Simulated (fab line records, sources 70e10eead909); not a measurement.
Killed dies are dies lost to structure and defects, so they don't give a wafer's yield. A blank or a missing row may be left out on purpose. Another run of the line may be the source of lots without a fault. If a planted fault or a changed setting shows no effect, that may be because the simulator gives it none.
fab line records + flow nand-harc
record:
- lots: 14
- wafers: 42
- last-day: 26
route steps=1159 shown P_BONDPAD@377 A_ONON_D1@424 END@1159
lots that met no fault: from a run of the same line without faults
start-h: hours from the record's opening day to when the first of the lot's shown wafers began + wait-h: how many hours have passed since the lot's step before this one + " same as the row above + L1.1+2: one row covering several wafers at once + - no value, or no start was given + * or withheld: withheld + < > ~ a bound
route shown NAME@n: a module of which the file shows steps, and the number in the route of the first + usual: mean/standard deviation of fault-free wafers + same: alike in all rows + chamber/n: place in a boat + sites: each site's reading + _std_site: how widely they spread, as a standard deviation + _edge_site: mean of outer sites minus mean of inner sites + radius-mm: how far each site lies from the wafer's centre + mask NAME#n: copy n + behind: the tool/chamber that last shaped the wafer + hold: why the lot was held/for how many hours/how that ended + device: whichever transistor did not switch (one of n, p or np) + end of line: the tests these same wafers got at the end of their route + a step without rows: its recipe alone + killed: dies lost to structure and defects at the first sort, not the wafer's yield + map: a wafer's dies, marking killed ones x, the rest . and places with no die _
set.NAME: the setting that was run; set.NAME@STEP: the one run at that earlier step + model.NAME: the simulator's own value behind a step, which no gauge read
a sample of lots followed through the steps of the route, with each step as a table and each wafer as a row
services: from which hour (start-h, from the record's first day; less than 0 if before it) a tool's chamber was out of use, for how many hours, and why
== steps ==
step: NHARC_P_BONDPAD_PVD_27
recipe:
- target-thk-a: 300
- chamber-pressure-pa: 5
- power-w: 5000
- substrate-temp-c: 30
- time-s: 20.49
- material: Cu
usual:
- throttle-valve-pct: 30.2/1.1
| lot.wafer | tool           | chamber | start-h | wait-h | throttle-valve-pct |
|-----------|----------------|---------|---------|--------|--------------------|
| L422.3    | pvd-sputter-03 | -       | -       | -      | 30.3               |
| L422.1    | "              | -       | "       | "      | 30.5               |
| L422.6    | "              | -       | "       | "      | 29.4               |
| L423.3    | pvd-sputter-03 | -       | -       | -      | 31.1               |
| L423.4    | "              | -       | "       | "      | 29.1               |
| L423.5    | "              | -       | "       | "      | 30.7               |
| L424.3    | pvd-sputter-02 | -       | -       | -      | 28.0               |
| L424.1    | "              | -       | "       | "      | 29.2               |
| L424.6    | "              | -       | "       | "      | 28.2               |
| L425.3    | pvd-sputter-01 | -       | -       | -      | 32.2               |
| L425.5    | "              | -       | "       | "      | 32.2               |
| L425.6    | "              | -       | "       | "      | 30.4               |
| L426.3    | pvd-sputter-03 | -       | -       | -      | 30.3               |
| L426.1    | "              | -       | "       | "      | 30.2               |
| L426.5    | "              | -       | "       | "      | 28.9               |
| L427.4    | pvd-sputter-02 | -       | -       | -      | 29.3               |
| L427.2    | "              | -       | "       | "      | 28.3               |
| L427.3    | "              | -       | "       | "      | 29.9               |
| L428.1    | pvd-sputter-03 | -       | -       | -      | 30.0               |
| L428.4    | "              | -       | "       | "      | 31.2               |
| L428.5    | "              | -       | "       | "      | 29.4               |
| L429.4    | pvd-sputter-01 | -       | -       | -      | 32.1               |
| L429.6    | "              | -       | "       | "      | 29.3               |
| L429.5    | "              | -       | "       | "      | 32.4               |
| L432.3    | pvd-sputter-02 | -       | -       | -      | 29.2               |
| L432.1    | "              | -       | "       | "      | 30.4               |
| L432.6    | "              | -       | "       | "      | 30.4               |
| L435.1    | pvd-sputter-01 | -       | -       | -      | 29.3               |
| L435.3    | "              | -       | "       | "      | 28.7               |
| L435.5    | "              | -       | "       | "      | 32.2               |
| L439.4    | pvd-sputter-03 | -       | -       | -      | 31.0               |
| L439.3    | "              | -       | "       | "      | 29.0               |
| L439.5    | "              | -       | "       | "      | 31.0               |
| L440.3    | pvd-sputter-03 | -       | -       | -      | 30.1               |
| L440.2    | "              | -       | "       | "      | 30.8               |
| L440.5    | "              | -       | "       | "      | 30.0               |
| L443.2    | pvd-sputter-01 | -       | -       | -      | 28.8               |
| L443.4    | "              | -       | "       | "      | 31.6               |
| L443.1    | "              | -       | "       | "      | 29.4               |
| L445.1    | pvd-sputter-01 | -       | -       | -      | 32.1               |
| L445.2    | "              | -       | "       | "      | 28.9               |
| L445.6    | "              | -       | "       | "      | 28.9               |
step: NHARC_P_BONDPAD_INSPECT_23
usual:
- raw-defect-count: 362/140
| lot.wafer | tool              | chamber | start-h | wait-h | raw-defect-count |
|-----------|-------------------|---------|---------|--------|------------------|
| L422.1    | defect-inspect-02 | -       | 132.57  | 0.0    | 400              |
| L422.3    | "                 | -       | "       | "      | 407              |
| L422.6    | "                 | -       | "       | "      | 393              |
| L423.3    | defect-inspect-02 | -       | 141.77  | 0.0    | 365              |
| L423.4    | "                 | -       | "       | "      | 203              |
| L423.5    | "                 | -       | "       | "      | 301              |
| L424.1    | defect-inspect-02 | -       | 142.16  | 0.0    | 248              |
| L424.3    | "                 | -       | "       | "      | 604              |
| L424.6    | "                 | -       | "       | "      | 262              |
| L425.3    | defect-inspect-01 | -       | 157.57  | 0.0    | 308              |
| L425.5    | "                 | -       | "       | "      | 201              |
| L425.6    | "                 | -       | "       | "      | 248              |
| L426.1    | defect-inspect-01 | -       | 158.22  | 0.0    | 218              |
| L426.3    | "                 | -       | "       | "      | 398              |
| L426.5    | "                 | -       | "       | "      | 545              |
| L427.2    | defect-inspect-02 | -       | 164.29  | 0.0    | 298              |
| L427.3    | "                 | -       | "       | "      | 213              |
| L427.4    | "                 | -       | "       | "      | 272              |
| L428.1    | defect-inspect-02 | -       | 171.39  | 0.0    | 284              |
| L428.4    | "                 | -       | "       | "      | 389              |
| L428.5    | "                 | -       | "       | "      | 431              |
| L429.4    | defect-inspect-02 | -       | 183.80  | 0.0    | 512              |
| L429.5    | "                 | -       | "       | "      | 659              |
| L429.6    | "                 | -       | "       | "      | 511              |
| L432.1    | defect-inspect-02 | -       | 194.90  | 0.0    | 436              |
| L432.3    | "                 | -       | "       | "      | 248              |
| L432.6    | "                 | -       | "       | "      | 413              |
| L435.1    | defect-inspect-02 | -       | 208.24  | 0.0    | 274              |
| L435.3    | "                 | -       | "       | "      | 416              |
| L435.5    | "                 | -       | "       | "      | 279              |
| L439.3    | defect-inspect-02 | -       | 240.83  | 0.0    | 253              |
| L439.4    | "                 | -       | "       | "      | 295              |
| L439.5    | "                 | -       | "       | "      | 265              |
| L440.2    | defect-inspect-01 | -       | 255.60  | 0.0    | 365              |
| L440.3    | "                 | -       | "       | "      | 687              |
| L440.5    | "                 | -       | "       | "      | 255              |
| L443.1    | defect-inspect-01 | -       | 257.15  | 0.0    | 517              |
| L443.2    | "                 | -       | "       | "      | 393              |
| L443.4    | "                 | -       | "       | "      | 472              |
| L445.1    | defect-inspect-01 | -       | 271.16  | 0.0    | 556              |
| L445.2    | "                 | -       | "       | "      | 303              |
| L445.6    | "                 | -       | "       | "      | 298              |
step: NHARC_A_ONON_D1_DEP_00
recipe:
- target-thk-a: 10000
- n2-flow-sccm: 2750
- n2o-flow-sccm: 2000
- nh3-flow-sccm: 500
- sih4-flow-sccm: 210
- temp-c: 400
| lot.wafer  | tool          | chamber | start-h | wait-h |
|------------|---------------|---------|---------|--------|
| L422.1+3+6 | pecvd-onon-02 | 0       | 158.29  | 0.1    |
| L424.1+3+6 | pecvd-onon-04 | 0       | 163.62  | 0.1    |
| L423.3+4+5 | pecvd-onon-01 | 0       | 163.72  | 0.2    |
| L426.1+3+5 | pecvd-onon-01 | 0       | 180.75  | 0.1    |
| L425.3+5+6 | pecvd-onon-02 | 0       | 180.87  | 0.2    |
| L427.2+3+4 | pecvd-onon-02 | 0       | 188.24  | 0.1    |
| L428.1+4+5 | pecvd-onon-02 | 0       | 201.16  | 0.1    |
| L429.4+5+6 | pecvd-onon-04 | 0       | 210.98  | 0.2    |
| L432.1+3+6 | pecvd-onon-04 | 0       | 218.73  | 0.1    |
| L435.1+3+5 | pecvd-onon-04 | 0       | 231.49  | 0.1    |
| L439.3+4+5 | pecvd-onon-01 | 0       | 263.94  | 0.2    |
| L440.2+3+5 | pecvd-onon-01 | 0       | 280.17  | 0.1    |
| L443.1+2+4 | pecvd-onon-02 | 0       | 280.26  | 0.2    |
| L445.1+2+6 | pecvd-onon-01 | 0       | 292.66  | 0.1    |
step: NHARC_A_ONON_D1_THK_MEAS_02
recipe:
- thk-meas-gauge: ellipsometry
usual:
- thk-nm: 999/9.7
| lot.wafer | tool          | chamber | start-h | wait-h | thk-nm |
|-----------|---------------|---------|---------|--------|--------|
| L422.1    | film-metro-01 | -       | 158.80  | -      | 997    |
| L422.3    | "             | -       | "       | "      | 996    |
| L422.6    | "             | -       | "       | "      | 998    |
| L423.3    | film-metro-02 | -       | 164.12  | -      | 995    |
| L423.4    | "             | -       | "       | "      | 993    |
| L423.5    | "             | -       | "       | "      | 994    |
| L424.1    | film-metro-02 | -       | 164.14  | -      | 992    |
| L424.3    | "             | -       | "       | "      | 991    |
| L424.6    | "             | -       | "       | "      | 991    |
| L426.1    | film-metro-02 | -       | 181.26  | -      | 1002   |
| L426.3    | "             | -       | "       | "      | 1002   |
| L426.5    | "             | -       | "       | "      | 1002   |
| L425.3    | film-metro-01 | -       | 181.27  | -      | 1004   |
| L425.5    | "             | -       | "       | "      | 1002   |
| L425.6    | "             | -       | "       | "      | 1004   |
| L427.2    | film-metro-01 | -       | 188.69  | -      | 975    |
| L427.3    | "             | -       | "       | "      | 976    |
| L427.4    | "             | -       | "       | "      | 975    |
| L428.1    | film-metro-02 | -       | 201.67  | -      | 985    |
| L428.4    | "             | -       | "       | "      | 987    |
| L428.5    | "             | -       | "       | "      | 987    |
| L429.4    | film-metro-02 | -       | 211.34  | -      | 996    |
| L429.5    | "             | -       | "       | "      | 995    |
| L429.6    | "             | -       | "       | "      | 995    |
| L432.1    | film-metro-02 | -       | 219.23  | -      | 1568   |
| L432.3    | "             | -       | "       | "      | 1567   |
| L432.6    | "             | -       | "       | "      | 1566   |
| L435.1    | film-metro-01 | -       | 232.00  | -      | 1586   |
| L435.3    | "             | -       | "       | "      | 1587   |
| L435.5    | "             | -       | "       | "      | 1587   |
| L439.3    | film-metro-02 | -       | 264.33  | -      | 995    |
| L439.4    | "             | -       | "       | "      | 995    |
| L439.5    | "             | -       | "       | "      | 994    |
| L440.2    | film-metro-01 | -       | 280.63  | -      | 1009   |
| L440.3    | "             | -       | "       | "      | 1011   |
| L440.5    | "             | -       | "       | "      | 1010   |
| L443.1    | film-metro-01 | -       | 280.77  | -      | 1007   |
| L443.2    | "             | -       | "       | "      | 1006   |
| L443.4    | "             | -       | "       | "      | 1006   |
| L445.1    | film-metro-01 | -       | 293.16  | -      | 1003   |
| L445.2    | "             | -       | "       | "      | 1005   |
| L445.6    | "             | -       | "       | "      | 1002   |
step: NHARC_END_SORT_01
recipe:
- temp-c: 25
usual:
- killed-at-array: 27/12
- killed-at-other: 0.9/1.1
- killed-at-periphery: 3.2/2.4
- killed-dies: 31/12
- killed-open: 3.3/1.7
- killed-short: 2.0/1.6
same:
- gross-dies: 677
| lot.wafer | tool      | chamber | start-h | wait-h | killed-at-array | killed-at-other | killed-at-periphery | killed-dies | killed-open | killed-short |
|-----------|-----------|---------|---------|--------|-----------------|-----------------|---------------------|-------------|-------------|--------------|
| L432.1    | prober-02 | 0       | 571.25  | 2.5    | 671             | 1               | 5                   | 677         | 6           | 6            |
| L432.3    | prober-02 | 0       | 572.85  | 3.1    | 674             | 1               | 2                   | 677         | 1           | 1            |
| L432.6    | prober-02 | 0       | 575.24  | 4.0    | 664             | 4               | 9                   | 677         | 7           | 3            |
| L435.1    | prober-01 | 0       | 579.11  | 2.5    | 675             | 1               | 1                   | 677         | 3           | 2            |
| L435.3    | prober-01 | 0       | 580.73  | 3.1    | 677             | 0               | 0                   | 677         | 5           | 1            |
| L435.5    | prober-01 | 0       | 582.34  | 3.7    | 676             | 1               | 0                   | 677         | 3           | 3            |
killed by level:class
L432.1 A_ONON_D1:area-dep=620 A_CHANNEL_HOLE_D1:chamber-film-flake=18 A_SLIT:chamber-film-flake=16 P_ZERO_WELL:chamber-film-flake=3 A_WL_FILL:chamber-film-flake=3 P_CONTACT:geometric-particle:open=2 A_ONON_D1:geometric-particle:short=2 A_WL_FILL:geometric-particle:short=2
L432.3 A_ONON_D1:area-dep=639 A_CHANNEL_HOLE_D1:chamber-film-flake=19 A_SLIT:chamber-film-flake=10 A_CONTACT:chamber-film-flake=5 P_GATE:geometric-particle:open=1 A_CHANNEL_FILL_D1:geometric-particle:short=1 P_ZERO_WELL:chamber-film-flake=1 HYBRID_BOND:chamber-film-flake=1
L432.6 A_ONON_D1:area-dep=623 A_CHANNEL_HOLE_D1:chamber-film-flake=14 A_SLIT:chamber-film-flake=12 P_ZERO_WELL:chamber-film-flake=8 A_CONTACT:chamber-film-flake=4 THIN_TSV:chamber-film-flake=4 A_SGD_CUT:geometric-particle:open=2 A_WL_FILL:geometric-particle:open=2
L435.1 A_ONON_D1:area-dep=652 A_CHANNEL_HOLE_D1:chamber-film-flake=17 A_STAIRCASE:chamber-film-flake=2 P_GATE:geometric-particle:open=1 A_ONON_D1:geometric-particle:short=1 A_SGD_CUT:geometric-particle:open=1 A_WL_FILL:geometric-particle:short=1 STARTING-WAFER:geometric-particle:open=1
L435.3 A_ONON_D1:area-dep=647 A_CHANNEL_HOLE_D1:chamber-film-flake=17 A_STAIRCASE:chamber-film-flake=4 A_CONTACT:geometric-particle:open=3 A_WL_FILL:geometric-particle:open=2 A_CONTACT:geometric-particle:short=1 A_WL_FILL:chamber-film-flake=1 A_CONTACT:chamber-film-flake=1
L435.5 A_ONON_D1:area-dep=652 A_CHANNEL_HOLE_D1:chamber-film-flake=13 A_CHANNEL_HOLE_D1:geometric-particle:short=2 A_WL_FILL:chamber-film-flake=2 A_WL_FILL:geometric-particle:open=1 A_CONTACT:geometric-particle:open=1 A_BLC:geometric-particle:open=1 A_M1:geometric-particle:short=1
== services ==
| tool           | chamber | start-h | hours | kind   |
|----------------|---------|---------|-------|--------|
| pecvd-onon-02  | -       | 111.11  | 13.0  | pm     |
| pvd-sputter-01 | -       | 158.02  | 10.0  | pm     |
| pvd-sputter-02 | -       | 171.65  | 6.4   | repair |
| pecvd-onon-01  | -       | 195.20  | 13.0  | pm     |
| pvd-sputter-02 | -       | 214.00  | 10.0  | pm     |
| pecvd-onon-04  | -       | 237.12  | 13.0  | pm     |
| pvd-sputter-03 | -       | 271.25  | 5.6   | repair |
| pvd-sputter-03 | -       | 280.02  | 10.0  | pm     |
| pecvd-onon-02  | -       | 292.11  | 13.0  | pm     |
== key ==
first-sign:
- step: NHARC_A_ONON_D1_THK_MEAS_02
- reading: thk-nm
- direction: up
- sigmas: 60
- usual: 999
- struck: 1577
effect:
- step: NHARC_END_SORT_01
- reading: killed-at-array
- direction: up
- sigmas: 56
- usual: 27
- struck: 673
more-kills-born-at:
- NHARC_A_ONON_D1_DEP_00@pecvd-onon-04: 3833
met-at NHARC_A_ONON_D1_DEP_00
struck-lots L432,L435
struck-wafers L432.1,L432.3,L432.6,L435.1,L435.3,L435.5
later-rows-left-out L432.1,L432.3,L432.6,L435.1,L435.3,L435.5
tester-left-out L432,L435
not-acting-at NHARC_P_BONDPAD_PVD_27,NHARC_P_BONDPAD_INSPECT_23
onset-between 210.98 218.73
fault:
- kind: process-parameter-drift
- tool: pecvd-onon-04
- chamber: 0
- onset-h: 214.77
- steps: NHARC_A_ONON_D1_DEP_00
- channel: target-thk-a
- offset: *
- shape: step
- end-h: 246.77
- acts-in: *
- stated: *
tester-left-out: of these lots the tester's yield and bins aren't shown, on N5 and GAA mostly nor the transistor test; their killed dies are dies lost to structure and defects alone, not to doping, threshold or leakage, so they don't give the yield
later-rows-left-out: the simulator's readings of these wafers behind a module that went badly wrong aren't trusted and aren't shown, but for the sort
